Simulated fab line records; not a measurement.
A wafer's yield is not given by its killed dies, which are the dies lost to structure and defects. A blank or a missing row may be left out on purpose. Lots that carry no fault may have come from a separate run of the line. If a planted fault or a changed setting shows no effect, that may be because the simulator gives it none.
Which tool did it? || flow nandHarc || 14 lots with 42 wafers sampled at 5 steps, on a route of 1159 steps

WHAT THE GAUGES READ, wafer by wafer
NHARC_P_BONDPAD_OVL_MEAS_38.
{"lot": "L126", "measured": "day 6 10:16", "on": "overlay-01", "overlayXNm (nm)": "2 1 3", "overlayYNm (nm)": "1 1 0"}
{"lot": "L128", "measured": "day 6 18:08", "on": "overlay-01", "overlayXNm (nm)": "-4 -4 -4", "overlayYNm (nm)": "3 3 3"}
{"lot": "L131", "measured": "day 7 13:23", "on": "overlay-01", "overlayXNm (nm)": "-6 -7 -7", "overlayYNm (nm)": "1 2 2"}
{"lot": "L129", "measured": "day 7 14:12", "on": "overlay-01", "overlayXNm (nm)": "3 4 3", "overlayYNm (nm)": "2 1 1"}
{"lot": "L130", "measured": "day 7 14:50", "on": "overlay-02", "overlayXNm (nm)": "3 2 3", "overlayYNm (nm)": "-8 -9 -9"}
{"lot": "L132", "measured": "day 8 05:38", "on": "overlay-02", "overlayXNm (nm)": "4 4 4", "overlayYNm (nm)": "3 2 3"}
{"lot": "L133", "measured": "day 8 13:17", "on": "overlay-02", "overlayXNm (nm)": "-1 -1 -1", "overlayYNm (nm)": "9 9 9"}
{"lot": "L134", "measured": "day 8 14:04", "on": "overlay-01", "overlayXNm (nm)": "-14 -14 -14", "overlayYNm (nm)": "-7 -7 -7"}
{"lot": "L142", "measured": "day 10 12:35", "on": "overlay-02", "overlayXNm (nm)": "1 1 2", "overlayYNm (nm)": "1 1 1"}
{"lot": "L144", "measured": "day 11 09:00", "on": "overlay-01", "overlayXNm (nm)": "3 4 4", "overlayYNm (nm)": "-5 -6 -5"}
{"lot": "L145", "measured": "day 11 10:40", "on": "overlay-02", "overlayXNm (nm)": "-4 -3 -3", "overlayYNm (nm)": "-5 -5 -4"}
{"lot": "L146", "measured": "day 11 15:08", "on": "overlay-01", "overlayXNm (nm)": "-10 -9 -9", "overlayYNm (nm)": "-3 -3 -3"}
{"lot": "L147", "measured": "day 11 22:49", "on": "overlay-02", "overlayXNm (nm)": "3 3 3", "overlayYNm (nm)": "1 1 1"}
{"lot": "L148", "measured": "day 12 06:32", "on": "overlay-02", "overlayXNm (nm)": "1 0 1", "overlayYNm (nm)": "-2 -1 -2"}

NHARC_A_SOURCE_PLATE_THK_MEAS_06: measures by ellipsometry.
{"lot": "L126", "measured": "day 7 13:23", "on": "filmMetro-01", "thkNm (nm)": "197.0 196.2 200.3"}
{"lot": "L128", "measured": "day 7 20:13", "on": "filmMetro-02", "thkNm (nm)": "200.5 201.5 202.3"}
{"lot": "L131", "measured": "day 8 15:34", "on": "filmMetro-01", "thkNm (nm)": "198.1 199.0 200.2"}
{"lot": "L129", "measured": "day 8 15:33", "on": "filmMetro-01", "thkNm (nm)": "194.6 193.6 194.9"}
{"lot": "L130", "measured": "day 8 15:33", "on": "filmMetro-02", "thkNm (nm)": "195.3 197.9 197.0"}
{"lot": "L132", "measured": "day 9 11:12", "on": "filmMetro-02", "thkNm (nm)": "200.1 198.7 199.8"}
{"lot": "L133", "measured": "day 9 15:17", "on": "filmMetro-01", "thkNm (nm)": "48.6 51.0 50.0"}
{"lot": "L134", "measured": "day 9 15:17", "on": "filmMetro-02", "thkNm (nm)": "48.8 50.0 48.3"}
{"lot": "L142", "measured": "day 11 17:59", "on": "filmMetro-01", "thkNm (nm)": "201.1 196.2 198.0"}
{"lot": "L144", "measured": "day 12 12:46", "on": "filmMetro-01", "thkNm (nm)": "199.3 198.3 200.3"}
{"lot": "L145", "measured": "day 12 12:46", "on": "filmMetro-02", "thkNm (nm)": "196.7 198.6 198.4"}
{"lot": "L146", "measured": "day 12 17:34", "on": "filmMetro-02", "thkNm (nm)": "200.9 199.2 202.3"}
{"lot": "L147", "measured": "day 13 00:12", "on": "filmMetro-01", "thkNm (nm)": "199.5 196.9 198.9"}
{"lot": "L148", "measured": "day 13 10:23", "on": "filmMetro-02", "thkNm (nm)": "200.8 199.0 200.9"}

EACH LOT AND THE TOOL THAT RAN IT (in order: tool; ch and the chambers of the sampled wafers; start)
{"lot": "L126", "NHARC_P_BONDPAD_PRE_CLEAN_26": "pvdSputter-01, day 7 02:16 or earlier", "NHARC_P_BONDPAD_PVD_17": "pvdSputter-01, day 7 02:16 or earlier", "NHARC_A_SOURCE_PLATE_CVD_03": "lpcvdPoly-04 ch 0, day 7 02:16"}
{"lot": "L128", "NHARC_P_BONDPAD_PRE_CLEAN_26": "pvdSputter-03, day 7 09:18 or earlier", "NHARC_P_BONDPAD_PVD_17": "pvdSputter-03, day 7 09:18 or earlier", "NHARC_A_SOURCE_PLATE_CVD_03": "lpcvdPoly-03 ch 0, day 7 09:18"}
{"lot": "L131", "NHARC_P_BONDPAD_PRE_CLEAN_26": "pvdSputter-03, day 8 05:12 or earlier", "NHARC_P_BONDPAD_PVD_17": "pvdSputter-03, day 8 05:12 or earlier", "NHARC_A_SOURCE_PLATE_CVD_03": "lpcvdPoly-01 ch 0, day 8 05:12"}
{"lot": "L129", "NHARC_P_BONDPAD_PRE_CLEAN_26": "pvdSputter-03, day 8 05:12 or earlier", "NHARC_P_BONDPAD_PVD_17": "pvdSputter-03, day 8 05:12 or earlier", "NHARC_A_SOURCE_PLATE_CVD_03": "lpcvdPoly-01 ch 0, day 8 05:12"}
{"lot": "L130", "NHARC_P_BONDPAD_PRE_CLEAN_26": "pvdSputter-03, day 8 05:12 or earlier", "NHARC_P_BONDPAD_PVD_17": "pvdSputter-03, day 8 05:12 or earlier", "NHARC_A_SOURCE_PLATE_CVD_03": "lpcvdPoly-01 ch 0, day 8 05:12"}
{"lot": "L132", "NHARC_P_BONDPAD_PRE_CLEAN_26": "pvdSputter-02, day 9 00:34 or earlier", "NHARC_P_BONDPAD_PVD_17": "pvdSputter-02, day 9 00:34 or earlier", "NHARC_A_SOURCE_PLATE_CVD_03": "lpcvdPoly-01 ch 0, day 9 00:34"}
{"lot": "L133", "NHARC_P_BONDPAD_PRE_CLEAN_26": "pvdSputter-03, day 9 04:45 or earlier", "NHARC_P_BONDPAD_PVD_17": "pvdSputter-03, day 9 04:45 or earlier", "NHARC_A_SOURCE_PLATE_CVD_03": "lpcvdPoly-04, day 9 04:45"}
{"lot": "L134", "NHARC_P_BONDPAD_PRE_CLEAN_26": "pvdSputter-03, day 9 04:45 or earlier", "NHARC_P_BONDPAD_PVD_17": "pvdSputter-03, day 9 04:45 or earlier", "NHARC_A_SOURCE_PLATE_CVD_03": "lpcvdPoly-04, day 9 04:45"}
{"lot": "L142", "NHARC_P_BONDPAD_PRE_CLEAN_26": "pvdSputter-02, day 11 05:33 or earlier", "NHARC_P_BONDPAD_PVD_17": "pvdSputter-02, day 11 05:33 or earlier", "NHARC_A_SOURCE_PLATE_CVD_03": "lpcvdPoly-03 ch 0, day 11 05:33"}
{"lot": "L144", "NHARC_P_BONDPAD_PRE_CLEAN_26": "pvdSputter-01, day 12 02:14 or earlier", "NHARC_P_BONDPAD_PVD_17": "pvdSputter-01, day 12 02:14 or earlier", "NHARC_A_SOURCE_PLATE_CVD_03": "lpcvdPoly-04 ch 0, day 12 02:14"}
{"lot": "L145", "NHARC_P_BONDPAD_PRE_CLEAN_26": "pvdSputter-01, day 12 02:14 or earlier", "NHARC_P_BONDPAD_PVD_17": "pvdSputter-01, day 12 02:14 or earlier", "NHARC_A_SOURCE_PLATE_CVD_03": "lpcvdPoly-04 ch 0, day 12 02:14"}
{"lot": "L146", "NHARC_P_BONDPAD_PRE_CLEAN_26": "pvdSputter-01, day 12 07:05 or earlier", "NHARC_P_BONDPAD_PVD_17": "pvdSputter-01, day 12 07:05 or earlier", "NHARC_A_SOURCE_PLATE_CVD_03": "lpcvdPoly-04 ch 0, day 12 07:05"}
{"lot": "L147", "NHARC_P_BONDPAD_PRE_CLEAN_26": "pvdSputter-01, day 12 13:55 or earlier", "NHARC_P_BONDPAD_PVD_17": "pvdSputter-01, day 12 13:55 or earlier", "NHARC_A_SOURCE_PLATE_CVD_03": "lpcvdPoly-04 ch 0, day 12 13:55"}
{"lot": "L148", "NHARC_P_BONDPAD_PRE_CLEAN_26": "pvdSputter-03, day 12 23:49 or earlier", "NHARC_P_BONDPAD_PVD_17": "pvdSputter-03, day 12 23:49 or earlier", "NHARC_A_SOURCE_PLATE_CVD_03": "lpcvdPoly-03 ch 0, day 12 23:49"}
- NHARC_P_BONDPAD_PRE_CLEAN_26: time 30 s.
- NHARC_P_BONDPAD_PVD_17: deposits TaN, target thk 5 nm, time 8.06 s.
- NHARC_A_SOURCE_PLATE_CVD_03: deposits poly-Si, target thk 200 nm, time 4000 s.

WHAT THE TOOLS THEMSELVES READ (means of the sampled wafers that have a number; where no wafer has one, the mark that the record gives instead)
NHARC_P_BONDPAD_PRE_CLEAN_26.
{"lot": "L126", "tool": "pvdSputter-01", "heaterPowerW (W)": 408}
{"lot": "L128", "tool": "pvdSputter-03", "heaterPowerW (W)": 395}
{"lot": "L131", "tool": "pvdSputter-03", "heaterPowerW (W)": 449}
{"lot": "L129", "tool": "pvdSputter-03", "heaterPowerW (W)": 448}
{"lot": "L130", "tool": "pvdSputter-03", "heaterPowerW (W)": 420}
{"lot": "L132", "tool": "pvdSputter-02", "heaterPowerW (W)": 417}
{"lot": "L133", "tool": "pvdSputter-03", "heaterPowerW (W)": 426}
{"lot": "L134", "tool": "pvdSputter-03", "heaterPowerW (W)": 445}
{"lot": "L142", "tool": "pvdSputter-02", "heaterPowerW (W)": 433}
{"lot": "L144", "tool": "pvdSputter-01", "heaterPowerW (W)": 419}
{"lot": "L145", "tool": "pvdSputter-01", "heaterPowerW (W)": 395}
{"lot": "L146", "tool": "pvdSputter-01", "heaterPowerW (W)": 427}
{"lot": "L147", "tool": "pvdSputter-01", "heaterPowerW (W)": 414}
{"lot": "L148", "tool": "pvdSputter-03", "heaterPowerW (W)": 424}

NHARC_P_BONDPAD_PVD_17.
{"lot": "L126", "tool": "pvdSputter-01", "substrateTempC (C)": 49.97, "throttleValvePct (%)": 30.5}
{"lot": "L128", "tool": "pvdSputter-03", "substrateTempC (C)": 50.03, "throttleValvePct (%)": 29.4}
{"lot": "L131", "tool": "pvdSputter-03", "substrateTempC (C)": 50.04, "throttleValvePct (%)": 30.2}
{"lot": "L129", "tool": "pvdSputter-03", "substrateTempC (C)": 50.00, "throttleValvePct (%)": 29.6}
{"lot": "L130", "tool": "pvdSputter-03", "substrateTempC (C)": 50.07, "throttleValvePct (%)": 30.1}
{"lot": "L132", "tool": "pvdSputter-02", "substrateTempC (C)": 50.06, "throttleValvePct (%)": 30.5}
{"lot": "L133", "tool": "pvdSputter-03", "substrateTempC (C)": 49.88, "throttleValvePct (%)": 29.3}
{"lot": "L134", "tool": "pvdSputter-03", "substrateTempC (C)": 49.91, "throttleValvePct (%)": 30.2}
{"lot": "L142", "tool": "pvdSputter-02", "substrateTempC (C)": 49.93, "throttleValvePct (%)": 30.2}
{"lot": "L144", "tool": "pvdSputter-01", "substrateTempC (C)": 49.85, "throttleValvePct (%)": 30.9}
{"lot": "L145", "tool": "pvdSputter-01", "substrateTempC (C)": 50.04, "throttleValvePct (%)": 31.6}
{"lot": "L146", "tool": "pvdSputter-01", "substrateTempC (C)": 50.01, "throttleValvePct (%)": 31.1}
{"lot": "L147", "tool": "pvdSputter-01", "substrateTempC (C)": 50.00, "throttleValvePct (%)": 31.3}
{"lot": "L148", "tool": "pvdSputter-03", "substrateTempC (C)": 50.03, "throttleValvePct (%)": 29.3}

NHARC_A_SOURCE_PLATE_CVD_03.
{"lot": "L126", "tool": "lpcvdPoly-04", "pressureMtorr (mTorr)": 200.3, "runLengthS (s)": 4001.0, "spikeTcUpperC (C)": 621.5, "zonePowerBottomPct (%)": 15.0}
{"lot": "L128", "tool": "lpcvdPoly-03", "pressureMtorr (mTorr)": 200.3, "runLengthS (s)": 4002.3, "spikeTcUpperC (C)": 620.2, "zonePowerBottomPct (%)": 13.4}
{"lot": "L131", "tool": "lpcvdPoly-01", "pressureMtorr (mTorr)": 199.3, "runLengthS (s)": 4002.6, "spikeTcUpperC (C)": 620.1, "zonePowerBottomPct (%)": 10.5}
{"lot": "L129", "tool": "lpcvdPoly-01", "pressureMtorr (mTorr)": 200.1, "runLengthS (s)": 4002.2, "spikeTcUpperC (C)": 620.6, "zonePowerBottomPct (%)": 10.5}
{"lot": "L130", "tool": "lpcvdPoly-01", "pressureMtorr (mTorr)": 199.9, "runLengthS (s)": 4002.2, "spikeTcUpperC (C)": 618.3, "zonePowerBottomPct (%)": 10.5}
{"lot": "L132", "tool": "lpcvdPoly-01", "pressureMtorr (mTorr)": 200.0, "runLengthS (s)": 4002.3, "spikeTcUpperC (C)": 620.1, "zonePowerBottomPct (%)": 10.6}
{"lot": "L133", "tool": "lpcvdPoly-04", "pressureMtorr (mTorr)": "-", "runLengthS (s)": "-", "spikeTcUpperC (C)": "-", "zonePowerBottomPct (%)": "-"}
{"lot": "L134", "tool": "lpcvdPoly-04", "pressureMtorr (mTorr)": "-", "runLengthS (s)": "-", "spikeTcUpperC (C)": "-", "zonePowerBottomPct (%)": "-"}
{"lot": "L142", "tool": "lpcvdPoly-03", "pressureMtorr (mTorr)": 200.4, "runLengthS (s)": 4002.5, "spikeTcUpperC (C)": 620.2, "zonePowerBottomPct (%)": 13.5}
{"lot": "L144", "tool": "lpcvdPoly-04", "pressureMtorr (mTorr)": 199.9, "runLengthS (s)": 4001.1, "spikeTcUpperC (C)": 621.1, "zonePowerBottomPct (%)": 15.1}
{"lot": "L145", "tool": "lpcvdPoly-04", "pressureMtorr (mTorr)": 199.9, "runLengthS (s)": 4001.0, "spikeTcUpperC (C)": 621.0, "zonePowerBottomPct (%)": 14.9}
{"lot": "L146", "tool": "lpcvdPoly-04", "pressureMtorr (mTorr)": 199.5, "runLengthS (s)": 4001.3, "spikeTcUpperC (C)": 621.7, "zonePowerBottomPct (%)": 15.1}
{"lot": "L147", "tool": "lpcvdPoly-04", "pressureMtorr (mTorr)": 200.3, "runLengthS (s)": 4001.1, "spikeTcUpperC (C)": 619.8, "zonePowerBottomPct (%)": 15.1}
{"lot": "L148", "tool": "lpcvdPoly-03", "pressureMtorr (mTorr)": 199.8, "runLengthS (s)": 4002.5, "spikeTcUpperC (C)": 619.1, "zonePowerBottomPct (%)": 13.5}

THE ANSWER, worked out from the rows above alone
Rule: the usual values come from the lots themselves. The widest of any qualifying gaps counts: lots, ordered by their means at a reading, are off when they make up no more than a third of the lots, leave a main group of 4 or more, and stand apart from it by 3 or more times the standard deviation of that group's means. If all means in a main group match to the digits the tables above print for the reading, that group is not used. Also off: a lot with no number at a reading for which 4 or more lots have one. Any other lot the step has rows for is counted as sound. First the gauges in route order, then the tools' own readings, where a lot's mean is used as printed above. The first step at which some lot is off is used, and at that step the reading that is off furthest; a lot without a number counts as furthest.
Off: L133, L134, at NHARC_A_SOURCE_PLATE_THK_MEAS_06 (thkNm). For the main group the mean is 198.7 nm and the standard deviation 1.8.
If a tool, at a process step before that reading, ran all the lots that are off and no sound lot after the first of them, it fits. The gauges at NHARC_A_SOURCE_PLATE_THK_MEAS_06 aren't tried: what is off there is off at NHARC_A_SOURCE_PLATE_CVD_03 too, on other tools, and a gauge's error can't cause that. NHARC_P_BONDPAD_PRE_CLEAN_26: start missing for some lots; hours and lot order therefore follow NHARC_A_SOURCE_PLATE_CVD_03. NHARC_P_BONDPAD_PVD_17: start missing for some lots; hours and lot order therefore follow NHARC_A_SOURCE_PLATE_CVD_03. None of those tried fits.

WHAT THE SIMULATOR HAD PUT IN
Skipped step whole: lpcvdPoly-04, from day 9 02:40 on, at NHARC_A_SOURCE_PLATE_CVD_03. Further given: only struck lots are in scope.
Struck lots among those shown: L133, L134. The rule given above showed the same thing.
